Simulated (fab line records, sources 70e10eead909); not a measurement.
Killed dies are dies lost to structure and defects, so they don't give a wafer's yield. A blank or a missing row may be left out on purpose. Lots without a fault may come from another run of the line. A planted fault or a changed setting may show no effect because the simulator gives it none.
Chamber matching | flow nand_harc | NHARC_A_STAIRCASE_DEP_280 on pecvd-04: 3 sister chambers
The step deposits SiON, target thk 30 nm. 6 wafers are shown with their chamber, then 8 later ones without.

WAFERS WITH THEIR CHAMBER
wafer  | chamber | heater_power_w (W)
L090.3 | 2       | 817
L090.5 | 2       | 805
L093.1 | 1       | 709
L093.4 | 1       | 714
L093.5 | 0       | 767
L094.3 | 0       | 828

WAFERS WITHOUT THEIR CHAMBER
wafer  | heater_power_w (W)
L094.5 | 709
L094.6 | 842
L095.2 | 723
L095.4 | 789
L095.6 | 756
L097.1 | 715
L097.2 | 824
L097.6 | 725

WHICH CHAMBER EACH WENT THROUGH
wafer  | from the rows above          | in truth
L094.5 | 1                            | 1
L094.6 | can't be placed: 2 or 0      | 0
L095.2 | 1                            | 1
L095.4 | can't be placed: 0 or 2      | 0
L095.6 | can't be placed: 0 or 1 or 2 | 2
L097.1 | 1                            | 1
L097.2 | can't be placed: 2 or 0      | 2
L097.6 | 1                            | 1
Placed correctly: 4 of 8. Can't be placed from these rows: 4 (the true chamber is among the candidates in 4). Placed wrongly: 0.
How it was worked out, from the rows above alone: a wafer's distance from a chamber is the root of the sum, over the readings, of the square of ((its reading less the chamber's mean) divided by the reading's scatter). The wafer belongs to the nearest chamber; if the next one is less than 2 further off, it can't be placed. A chamber's mean is the mean of its shown wafers. The scatter: the root of (the sum of the squares of (reading less its chamber's mean) over the shown wafers, divided by (wafers less chambers)).
